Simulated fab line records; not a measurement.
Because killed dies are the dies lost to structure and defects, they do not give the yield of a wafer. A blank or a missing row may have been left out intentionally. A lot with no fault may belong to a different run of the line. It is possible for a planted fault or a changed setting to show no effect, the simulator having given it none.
Chamber matching	flow n5 finfet	cmp-04 running N5_GATE_CUT_CMP_61: 4 sister chambers
The step polishes, stops on SiNx, t overpolish 3 s. 16 wafers are shown with their chamber, then 8 later ones without.

== WAFERS, EACH WITH ITS CHAMBER ==
wafer	chamber	motor current A (A)	head pressure psi (psi)
L080.1	3	11.8	4.002
L080.3	0	13.7	3.997
L080.6	3	11.4	4.005
L081.2	0	13.1	3.997
L081.3	3	11.2	4.000
L081.5	1	12.8	3.982
L083.1	3	11.5	3.993
L083.2	2	13.6	4.008
L083.4	0	13.9	3.992
L085.2	0	14.6	3.989
L085.3	3	11.7	4.005
L085.6	2	13.8	3.994
L090.1	3	11.3	3.991
L090.4	2	13.7	4.002
L090.5	3	12.0	4.013
L091.3	0	12.9	3.996

SIGNATURES (means of the wafers above)
reading	chamber 0	chamber 1	chamber 2	chamber 3	scatter within a chamber
motor current A	13.640	12.800	13.700	11.557	0.442
head pressure psi	3.99420	3.98200	4.00133	4.00129	0.0064
Rule: for each reading, subtract the chamber's mean from the wafer's reading, divide by that reading's scatter and square the result; add these up over the readings and take the root, which gives the wafer's distance from the chamber. If the next closest chamber is less than 2 further off than the closest, the wafer can't be placed; otherwise it belongs to the closest. How the scatter is found: for the shown wafers, subtract from each reading the mean of its chamber, square and add these, divide the total by (wafers less chambers), then take the root.

== WAFERS WITH NO CHAMBER GIVEN ==
wafer	motor current A (A)	head pressure psi (psi)
L091.5	13.0	4.002
L091.6	11.0	4.003
L093.1	13.8	3.997
L093.2	13.1	3.995
L093.4	11.7	4.007
L096.2	13.8	3.997
L096.3	12.8	4.006
L096.4	11.3	3.993

== EACH ONE'S CHAMBER ==
wafer	from the rows above	in truth
L091.5	can't be placed: 2 or 0 or 1 or 3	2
L091.6	3	3
L093.1	can't be placed: 0 or 2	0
L093.2	can't be placed: 0 or 2 or 1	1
L093.4	3	3
L096.2	can't be placed: 0 or 2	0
L096.3	can't be placed: 2 or 0 or 3 or 1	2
L096.4	3	3
Correctly placed: 3 of 8. These rows do not allow placing 5 (true chamber among the candidates in 5). Number placed wrongly: 0.
